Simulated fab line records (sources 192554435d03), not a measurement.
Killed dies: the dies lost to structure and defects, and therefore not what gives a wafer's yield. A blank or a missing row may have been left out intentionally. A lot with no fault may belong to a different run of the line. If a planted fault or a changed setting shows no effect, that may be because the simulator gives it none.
8D (eight disciplines) problem report, filled in by code	flow n5 finfet	the parts of the form that need people (team, actions taken, sign-off) are left out

== 1. PROBLEM STATEMENT ==
At N5_DUMMY_GATE_ETCH_23, oes product au averages 0.794 a.u. over 3 wafers from 2 lots, while fault-free wafers read 0.994 a.u., standard deviation 0.011. That is -18 standard deviations from the usual mean.
The step: etches poly-Si in HBr/Cl2/O2, target depth 41 nm, time 22.3 s.
First observed at day 7 04:38: wafer L856.3, on rie si-04. The record holds 28 wafers of 10 lots with a number at this step. By rule, "out" or "out of limits" means more than 4 standard deviations away from the usual mean. The rest of the wafers with a number are treated as sound.

== 2. WHAT THIS IS AND IS NOT ==
question	is	is not
which readings at this step	oes product au	HBr_flow_sccm, drypump motor current A, throttle valve pct
which lots	L856, L858	L842, L843, L845, L849, L850, L855, L860, L862
which wafers of those lots	L856.3, L858.3, L858.5	L856.4
read on which tools	rie si-04	rie si-01, rie si-06
when	from day 7 04:38	up to then (19 sound wafers); but 6 sound wafers of L860, L862 came after

== 3. SUSPECTS, AND WHAT RULES EACH OUT ==
Counting: a tool at a process step up to the reading stays a suspect if it ran every lot that is out. Sound lots after the first of them don't rule it out here, since some wafers of a struck lot are sound.
- rie si-04 at N5_DUMMY_GATE_ETCH_23 (etches poly-Si in HBr/Cl2/O2, target depth 41 nm, time 22.3 s): kept. It processed each lot that is out (first: L856, day 7 04:38); up to then, its last sound lot is L855 (day 6 23:17). Its own readings are out on those wafers: oes product au.
- Within rie si-04 at N5_DUMMY_GATE_ETCH_23: the wafers that are out ran in chambers 1, 2; their sound lot-mates ran in chamber 3.
Remaining after the count: rie si-04 at N5_DUMMY_GATE_ETCH_23.

== 4. THE CAUSE (what the simulator had put in) ==
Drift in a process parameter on rie si-04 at N5_DUMMY_GATE_ETCH_23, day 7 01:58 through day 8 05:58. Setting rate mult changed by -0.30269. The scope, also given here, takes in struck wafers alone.
Counting left only this tool.

== 5. THE CHAIN OF EFFECTS, in route order ==
Rows list readings where the struck wafers' mean (over those with a number) sits beyond 3 standard deviations from the usual. Readings are gone through only where the record gives a usual standard deviation; hours: the median, over the lots, of the time from a lot's start at the first step in this table giving one to that lot's start at this step; sigmas: the change measured in usual standard deviations.
hours	step	reading	usual	on struck wafers	change	sigmas
0	N5_DUMMY_GATE_ETCH_23	oes product au	0.994 a.u.	0.794	-0.200	-18
Process steps it contains:
- N5_DUMMY_GATE_ETCH_23: etches poly-Si in HBr/Cl2/O2, target depth 41 nm, time 22.3 s.
Later steps that measure or inspect, where all struck wafers having a row at the step show a number for every such reading and not one has moved that far: N5_BEOL_M4_RC_MEAS_101.

== 6. WHAT WOULD HAVE CAUGHT IT SOONER ==
The fault began at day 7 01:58; the first out-of-limits reading in this record came at day 7 04:38, 3 hours later.
